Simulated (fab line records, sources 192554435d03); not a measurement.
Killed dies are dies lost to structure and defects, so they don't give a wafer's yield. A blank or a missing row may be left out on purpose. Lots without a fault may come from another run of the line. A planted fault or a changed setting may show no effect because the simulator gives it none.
Which tool did it? | flow n5_finfet | 21 lots, 63 wafers sampled, at 5 steps of a route of 1938

WHAT THE GAUGES READ, wafer by wafer
N5_FIN_SAQP_THK_MEAS_07. Usual: thk_nm 60.2 nm, standard deviation 0.9.
lot  | measured    | on            | thk_nm (nm)    | flag
L074 | day 1 22:09 | film_metro-02 | 58.3 59.0 59.1 |
L075 | day 2 05:47 | film_metro-02 | 60.1 61.5 61.0 |
L077 | day 2 15:41 | film_metro-01 | 58.8 59.4 60.2 |
L078 | day 2 21:10 | film_metro-02 | 58.7 59.0 60.0 |
L079 | day 3 03:17 | film_metro-01 | 60.2 59.4 59.6 |
L080 | day 3 09:10 | film_metro-01 | 59.0 60.1 61.7 |
L081 | day 3 15:57 | film_metro-02 | 59.3 59.5 59.5 |
L082 | day 3 20:55 | film_metro-02 | 59.7 59.0 61.4 |
L083 | day 4 03:04 | film_metro-02 | 59.9 60.5 61.6 |
L084 | day 4 09:47 | film_metro-01 | 58.9 59.2 59.8 |
L085 | day 4 16:17 | film_metro-01 | 57.9 59.1 59.7 |
L086 | day 5 00:18 | film_metro-01 | 59.4 59.7 61.6 |
L087 | day 5 05:17 | film_metro-01 | 60.3 60.2 59.2 |
L089 | day 5 15:07 | film_metro-01 | 60.1 60.2 61.4 |
L090 | day 5 21:28 | film_metro-02 | 59.3 60.7 62.1 |
L091 | day 6 02:54 | film_metro-01 | 59.9 59.7 60.3 |
L093 | day 6 16:12 | film_metro-01 | 60.7 58.8 60.5 |
L094 | day 6 22:46 | film_metro-01 | 60.7 60.5 60.4 |
L095 | day 7 03:13 | film_metro-01 | 60.5 61.8 61.4 |
L096 | day 7 08:51 | film_metro-02 | 60.8 61.3 60.9 |
L097 | day 7 16:30 | film_metro-01 | 59.8 60.5 60.5 |

WHICH TOOL RAN EACH LOT (tool, then ch and the chambers of the sampled wafers, then the start)
lot  | N5_WELL_APT_DESCUM_30             | N5_WELL_APT_RTA_34              | N5_PMOS_HMC_CHANNEL_EPI_ETCH_38 | N5_FIN_SAQP_DENSIFY_62
L074 | rie_diel-03 ch 0,2, day 1 15:08   | rtp_anneal-02 ch 0, day 1 16:02 | rie_si-03 ch 0,2, day 1 18:08   | rtp_anneal-02 ch 0, day 1 21:38
L075 | rie_diel-02 ch 2,3, day 1 21:25   | rtp_anneal-02 ch 0, day 1 22:12 | rie_si-03 ch 0,2,3, day 2 00:21 | rtp_anneal-01 ch 0, day 2 05:18
L077 | rie_diel-03 ch 0,2, day 2 09:10   | rtp_anneal-01 ch 0, day 2 09:57 | rie_si-05 ch 1,2, day 2 12:16   | rtp_anneal-01 ch 0, day 2 15:12
L078 | rie_diel-02 ch 0,2,3, day 2 15:13 | rtp_anneal-01 ch 0, day 2 16:10 | rie_si-04 ch 0,2, day 2 18:02   | rtp_anneal-01 ch 0, day 2 20:40
L079 | rie_diel-02 ch 0,1,3, day 2 21:21 | rtp_anneal-01 ch 0, day 2 22:11 | rie_si-04 ch 0,1,2, day 3 00:02 | rtp_anneal-01 ch 0, day 3 02:47
L080 | rie_diel-02 ch 1,2,3, day 3 03:03 | rtp_anneal-02 ch 0, day 3 03:54 | rie_si-04 ch 1,2, day 3 06:01   | rtp_anneal-01 ch 0, day 3 08:41
L081 | rie_diel-04 ch 0,2, day 3 09:02   | rtp_anneal-01 ch 0, day 3 10:01 | rie_si-05 ch 2,3, day 3 12:02   | rtp_anneal-01 ch 0, day 3 15:28
L082 | rie_diel-02 ch 1,2, day 3 15:17   | rtp_anneal-02 ch 0, day 3 16:04 | rie_si-04 ch 0,2, day 3 17:46   | rtp_anneal-01 ch 0, day 3 20:26
L083 | rie_diel-03 ch 0,1,2, day 3 21:18 | rtp_anneal-02 ch 0, day 3 22:04 | rie_si-05 ch 1,2,3, day 3 23:55 | rtp_anneal-01 ch 0, day 4 02:34
L084 | rie_diel-04 ch 0,1,2, day 4 03:11 | rtp_anneal-02 ch 0, day 4 04:10 | rie_si-03 ch 0,1,2, day 4 06:01 | rtp_anneal-01 ch 0, day 4 08:59
L085 | rie_diel-02 ch 1,2,3, day 4 08:59 | rtp_anneal-01 ch 0, day 4 09:55 | rie_si-03 ch 1,2,3, day 4 12:22 | rtp_anneal-02 ch 0, day 4 15:49
L086 | rie_diel-03 ch 1,2, day 4 16:00   | rtp_anneal-01 ch 0, day 4 16:48 | rie_si-04 ch 1,2, day 4 19:42   | rtp_anneal-01 ch 0, day 4 23:51
L087 | rie_diel-02 ch 1,2,3, day 4 23:33 | rtp_anneal-01 ch 0, day 5 00:20 | rie_si-05 ch 0,2,3, day 5 02:03 | rtp_anneal-01 ch 0, day 5 04:47
L089 | rie_diel-03 ch 0,1, day 5 09:10   | rtp_anneal-02 ch 0, day 5 10:10 | rie_si-03 ch 1,2, day 5 11:58   | rtp_anneal-01 ch 0, day 5 14:40
L090 | rie_diel-02 ch 0,1, day 5 15:04   | rtp_anneal-02 ch 0, day 5 15:50 | rie_si-04 ch 0,2,3, day 5 17:46 | rtp_anneal-01 ch 0, day 5 20:57
L091 | rie_diel-02 ch 0,1,2, day 5 21:09 | rtp_anneal-02 ch 0, day 5 21:55 | rie_si-04 ch 0,1,2, day 5 23:46 | rtp_anneal-02 ch 0, day 6 02:23
L093 | rie_diel-03 ch 0,1,2, day 6 09:01 | rtp_anneal-02 ch 0, day 6 10:13 | rie_si-04 ch 1,3, day 6 12:43   | rtp_anneal-01 ch 0, day 6 15:43
L094 | rie_diel-02 ch 0,2,3, day 6 16:10 | rtp_anneal-02 ch 0, day 6 16:58 | rie_si-05 ch 0,2,3, day 6 19:02 | rtp_anneal-01 ch 0, day 6 22:19
L095 | rie_diel-04 ch 1,2,3, day 6 21:12 | rtp_anneal-01 ch 0, day 6 22:00 | rie_si-05 ch 2,3, day 6 23:50   | rtp_anneal-02 ch 0, day 7 02:43
L096 | rie_diel-03 ch 0,2,3, day 7 02:53 | rtp_anneal-01 ch 0, day 7 03:43 | rie_si-04 ch 0,3, day 7 05:28   | rtp_anneal-01 ch 0, day 7 08:20
L097 | rie_diel-03 ch 0,3, day 7 10:10   | rtp_anneal-01 ch 0, day 7 10:56 | rie_si-05 ch 1,3, day 7 13:03   | rtp_anneal-02 ch 0, day 7 15:58
- N5_WELL_APT_DESCUM_30: chemistry O2, time 7.9 s.
- N5_WELL_APT_RTA_34: time 10 s.
- N5_PMOS_HMC_CHANNEL_EPI_ETCH_38: etches SiO2 in CF4, target depth 1.5 nm.
- N5_FIN_SAQP_DENSIFY_62: time 60 s.

WHAT THE TOOLS THEMSELVES READ (means of the sampled wafers that have a number; where no wafer has one, the mark that the record gives instead)
N5_WELL_APT_DESCUM_30. Usual: drypump_motor_current_A 5.9 A, standard deviation 0.41; oes_product_au 0.79 a.u., standard deviation 0.091; rf_vpp_V 243.1 V, standard deviation 1.5; showerhead_plenum_p_Torr 2.08 Torr, standard deviation 0.084; throttle_valve_pct 20.44 %, standard deviation 0.2.
lot  | tool        | drypump_motor_current_A (A) | oes_product_au (a.u.) | rf_vpp_V (V) | showerhead_plenum_p_Torr (Torr) | throttle_valve_pct (%) | flag
L074 | rie_diel-03 | 5.3                         | 0.76                  | 243.1        | 2.07                            | 20.36                  |
L075 | rie_diel-02 | 6.1                         | 0.82                  | 244.6        | 2.19                            | 20.34                  |
L077 | rie_diel-03 | 5.3                         | 0.75                  | 242.8        | 2.06                            | 20.37                  |
L078 | rie_diel-02 | 6.2                         | 0.79                  | 243.9        | 2.13                            | 20.43                  |
L079 | rie_diel-02 | 6.3                         | 0.72                  | 242.4        | 2.05                            | 20.53                  |
L080 | rie_diel-02 | 6.2                         | 0.74                  | 243.5        | 2.11                            | 20.45                  |
L081 | rie_diel-04 | 6.3                         | 0.72                  | 242.0        | 2.03                            | 20.74                  |
L082 | rie_diel-02 | 6.1                         | 0.79                  | 243.7        | 2.14                            | 20.34                  |
L083 | rie_diel-03 | 5.6                         | 0.81                  | 243.4        | 2.07                            | 20.46                  |
L084 | rie_diel-04 | 6.3                         | 0.78                  | 242.4        | 2.07                            | 20.58                  |
L085 | rie_diel-02 | 6.2                         | 0.83                  | 243.9        | 2.11                            | 20.37                  |
L086 | rie_diel-03 | 5.6                         | 0.86                  | 243.0        | 2.11                            | 20.46                  |
L087 | rie_diel-02 | 6.2                         | 0.83                  | 243.3        | 2.11                            | 20.38                  |
L089 | rie_diel-03 | 5.8                         | 0.84                  | 243.3        | 2.08                            | 20.56                  |
L090 | rie_diel-02 | 6.2                         | 0.71                  | 241.6        | 1.99                            | 20.55                  |
L091 | rie_diel-02 | 6.2                         | 0.75                  | 243.3        | 2.07                            | 20.44                  |
L093 | rie_diel-03 | 5.6                         | 0.78                  | 243.3        | 2.06                            | 20.49                  |
L094 | rie_diel-02 | 6.3                         | 0.82                  | 243.6        | 2.11                            | 20.39                  |
L095 | rie_diel-04 | 6.0                         | 0.83                  | 243.1        | 2.05                            | 20.43                  |
L096 | rie_diel-03 | 5.4                         | 0.76                  | 242.2        | 2.09                            | 20.34                  |
L097 | rie_diel-03 | 5.6                         | 0.76                  | 242.7        | 2.06                            | 20.44                  |

N5_WELL_APT_RTA_34. Usual: lamp_power_pct 13.00 %, standard deviation 0.052; lamp_zone_2_pct 12.995 %, standard deviation 0.029; lamp_zone_3_pct 12.995 %, standard deviation 0.029; lamp_zone_4_pct 12.998 %, standard deviation 0.026; lamp_zone_6_pct 12.922 %, standard deviation 0.029; lamp_zone_7_pct 13.423 %, standard deviation 0.027; wafer_temp_C_max 1003.6, standard deviation 0.99.
lot  | tool          | lamp_power_pct (%) | lamp_zone_2_pct (%) | lamp_zone_3_pct (%) | lamp_zone_4_pct (%) | lamp_zone_6_pct (%) | lamp_zone_7_pct (%) | wafer_temp_C_max | flag
L074 | rtp_anneal-02 | 12.98              | 12.968              | 13.009              | 12.988              | 12.928              | 13.413              | 1004.8           |
L075 | rtp_anneal-02 | 12.98              | 13.005              | 13.003              | 13.017              | 12.909              | 13.414              | 1003.7           |
L077 | rtp_anneal-01 | 12.96              | 13.029              | 12.961              | 13.003              | 12.946              | 13.424              | 1003.3           |
L078 | rtp_anneal-01 | 13.05              | 13.006              | 12.974              | 13.003              | 12.937              | 13.423              | 1003.1           |
L079 | rtp_anneal-01 | 12.98              | 13.012              | 13.013              | 12.986              | 12.918              | 13.428              | 1003.6           |
L080 | rtp_anneal-02 | 12.96              | 13.008              | 12.964              | 13.001              | 12.926              | 13.416              | 1003.0           |
L081 | rtp_anneal-01 | 12.99              | 12.984              | 13.009              | 12.991              | 12.928              | 13.433              | 1003.1           |
L082 | rtp_anneal-02 | 12.97              | 12.970              | 13.001              | 12.997              | 12.902              | 13.420              | 1004.8           |
L083 | rtp_anneal-02 | 13.07              | 12.979              | 13.003              | 12.986              | 12.898              | 13.429              | 1004.2           |
L084 | rtp_anneal-02 | 12.99              | 12.962              | 12.997              | 13.000              | 12.899              | 13.454              | 1003.1           |
L085 | rtp_anneal-01 | 12.97              | 13.010              | 12.991              | 13.039              | 12.885              | 13.429              | 1003.0           |
L086 | rtp_anneal-01 | 13.03              | 13.019              | 12.991              | 12.999              | 12.934              | 13.435              | 1003.1           |
L087 | rtp_anneal-01 | 13.00              | 13.001              | 12.999              | 12.987              | 12.915              | 13.421              | 1003.6           |
L089 | rtp_anneal-02 | 13.00              | 12.976              | 13.012              | 12.985              | 12.938              | 13.414              | 1003.5           |
L090 | rtp_anneal-02 | 13.01              | 12.996              | 13.014              | 12.984              | 12.926              | 13.442              | 1003.2           |
L091 | rtp_anneal-02 | 13.03              | 12.988              | 13.028              | 12.985              | 12.927              | 13.433              | 1002.6           |
L093 | rtp_anneal-02 | 12.98              | 13.000              | 12.986              | 12.996              | 12.945              | 13.446              | 1003.3           |
L094 | rtp_anneal-02 | 13.01              | 12.971              | 13.005              | 13.018              | 12.938              | 13.430              | 1003.3           |
L095 | rtp_anneal-01 | 13.01              | 13.010              | 12.978              | 12.995              | 12.922              | 13.365              | 1003.9           |
L096 | rtp_anneal-01 | 13.02              | 12.982              | 12.989              | 13.005              | 12.919              | 13.417              | 1004.3           |
L097 | rtp_anneal-01 | 12.96              | 12.983              | 12.981              | 12.975              | 12.905              | 13.393              | 1003.9           |

N5_PMOS_HMC_CHANNEL_EPI_ETCH_38. Usual: cf4_flow_sccm 80.00 sccm, standard deviation 0.23; drypump_motor_current_A 5.6 A, standard deviation 0.6; oes_product_au 1.005 a.u., standard deviation 0.015; throttle_valve_pct 21.8 %, standard deviation 0.33.
lot  | tool      | cf4_flow_sccm (sccm) | drypump_motor_current_A (A) | oes_product_au (a.u.) | throttle_valve_pct (%) | flag
L074 | rie_si-03 | 80.01                | 5.6                         | 1.009                 | 21.9                   |
L075 | rie_si-03 | 79.85                | 5.8                         | 0.993                 | 21.9                   |
L077 | rie_si-05 | 80.08                | 6.1                         | 1.023                 | 22.0                   |
L078 | rie_si-04 | 79.69                | 4.9                         | 1.004                 | 21.6                   |
L079 | rie_si-04 | 80.25                | 5.4                         | 0.998                 | 21.7                   |
L080 | rie_si-04 | 79.95                | 5.7                         | 1.006                 | 21.9                   |
L081 | rie_si-05 | 79.94                | 6.0                         | 1.005                 | 22.2                   |
L082 | rie_si-04 | 79.72                | 4.9                         | 0.999                 | 21.6                   |
L083 | rie_si-05 | 79.98                | 5.6                         | 1.015                 | 22.1                   |
L084 | rie_si-03 | 80.02                | 5.4                         | 1.008                 | 21.8                   |
L085 | rie_si-03 | 80.10                | 6.0                         | 1.004                 | 21.8                   |
L086 | rie_si-04 | 80.05                | 5.8                         | 0.997                 | 21.8                   |
L087 | rie_si-05 | 80.34                | 5.7                         | 1.017                 | 22.0                   |
L089 | rie_si-03 | 79.87                | 5.5                         | 1.001                 | 21.7                   |
L090 | rie_si-04 | 79.99                | 5.5                         | 0.999                 | 21.6                   |
L091 | rie_si-04 | 80.09                | 5.4                         | 0.995                 | 21.7                   |
L093 | rie_si-04 | 79.90                | 6.1                         | 1.004                 | 21.5                   |
L094 | rie_si-05 | 79.91                | 5.7                         | 1.008                 | 22.0                   |
L095 | rie_si-05 | 79.68                | 6.0                         | 1.015                 | 22.2                   |
L096 | rie_si-04 | 80.21                | 5.1                         | 0.990                 | 21.3                   |
L097 | rie_si-05 | 80.00                | 5.3                         | 1.026                 | 22.0                   |

N5_FIN_SAQP_DENSIFY_62. Usual: lamp_power_pct 9.84 %, standard deviation 0.055; lamp_zone_2_pct 9.846 %, standard deviation 0.0095; lamp_zone_3_pct 9.847 %, standard deviation 0.0096; lamp_zone_4_pct 9.839 %, standard deviation 0.0099; lamp_zone_6_pct 9.770 %, standard deviation 0.0096; lamp_zone_7_pct 10.266 %, standard deviation 0.01; wafer_temp_C_max 703.4, standard deviation 0.67.
lot  | tool          | lamp_power_pct (%) | lamp_zone_2_pct (%) | lamp_zone_3_pct (%) | lamp_zone_4_pct (%) | lamp_zone_6_pct (%) | lamp_zone_7_pct (%) | wafer_temp_C_max | flag
L074 | rtp_anneal-02 | 9.84               | 9.837               | 9.846               | 9.840               | 9.763               | 10.263              | 703.5            |
L075 | rtp_anneal-01 | 9.89               | 9.842               | 9.848               | 9.839               | 9.762               | 10.261              | 703.3            |
L077 | rtp_anneal-01 | 9.85               | 9.861               | 9.848               | 9.839               | 9.774               | 10.264              | 702.9            |
L078 | rtp_anneal-01 | 9.89               | 9.849               | 9.847               | 9.830               | 9.764               | 10.277              | 702.9            |
L079 | rtp_anneal-01 | 9.86               | 9.848               | 9.846               | 9.831               | 9.773               | 10.271              | 703.3            |
L080 | rtp_anneal-01 | 9.86               | 9.851               | 9.840               | 9.841               | 9.765               | 10.260              | 703.3            |
L081 | rtp_anneal-01 | 9.80               | 9.848               | 9.840               | 9.839               | 9.774               | 10.264              | 703.9            |
L082 | rtp_anneal-01 | 9.88               | 9.844               | 9.854               | 9.832               | 9.755               | 10.264              | 703.5            |
L083 | rtp_anneal-01 | 9.91               | 9.848               | 9.850               | 9.840               | 9.777               | 10.273              | 703.1            |
L084 | rtp_anneal-01 | 9.89               | 9.847               | 9.845               | 9.839               | 9.766               | 10.270              | 703.2            |
L085 | rtp_anneal-02 | 9.87               | 9.843               | 9.840               | 9.836               | 9.784               | 10.251              | 703.9            |
L086 | rtp_anneal-01 | 9.86               | 9.846               | 9.837               | 9.833               | 9.769               | 10.253              | 703.5            |
L087 | rtp_anneal-01 | 9.81               | 9.843               | 9.854               | 9.841               | 9.763               | 10.265              | 703.5            |
L089 | rtp_anneal-01 | 9.82               | 9.849               | 9.840               | 9.838               | 9.762               | 10.267              | 703.6            |
L090 | rtp_anneal-01 | 9.88               | 9.848               | 9.850               | 9.837               | 9.773               | 10.264              | 703.4            |
L091 | rtp_anneal-02 | 9.80               | 9.852               | 9.844               | 9.834               | 9.776               | 10.263              | 703.7            |
L093 | rtp_anneal-01 | 9.84               | 9.839               | 9.841               | 9.840               | 9.763               | 10.264              | 702.6            |
L094 | rtp_anneal-01 | 9.86               | 9.849               | 9.840               | 9.842               | 9.763               | 10.268              | 702.5            |
L095 | rtp_anneal-02 | 9.86               | 9.850               | 9.847               | 9.840               | 9.767               | 10.269              | 703.0            |
L096 | rtp_anneal-01 | 9.79               | 9.852               | 9.849               | 9.834               | 9.764               | 10.267              | 703.3            |
L097 | rtp_anneal-02 | 9.83               | 9.836               | 9.840               | 9.835               | 9.771               | 10.269              | 702.8            |

THE ANSWER, worked out from the rows above alone
Rule: a lot is off if the mean of its wafers that have a number lies more than 3 standard deviations from the usual mean. A lot without any number at a reading at which 4 lots or more have one is off too. The other lots that the step has rows for count as sound. The gauges are gone through in route order, then the tools' own readings, and for those a lot's mean is taken as printed above. The first step at which some lot is off is used, and at that step the reading that is off furthest; a lot without a number counts as furthest.
No lot is off at any reading shown: from this, nothing can be told.

WHAT THE SIMULATOR HAD PUT IN
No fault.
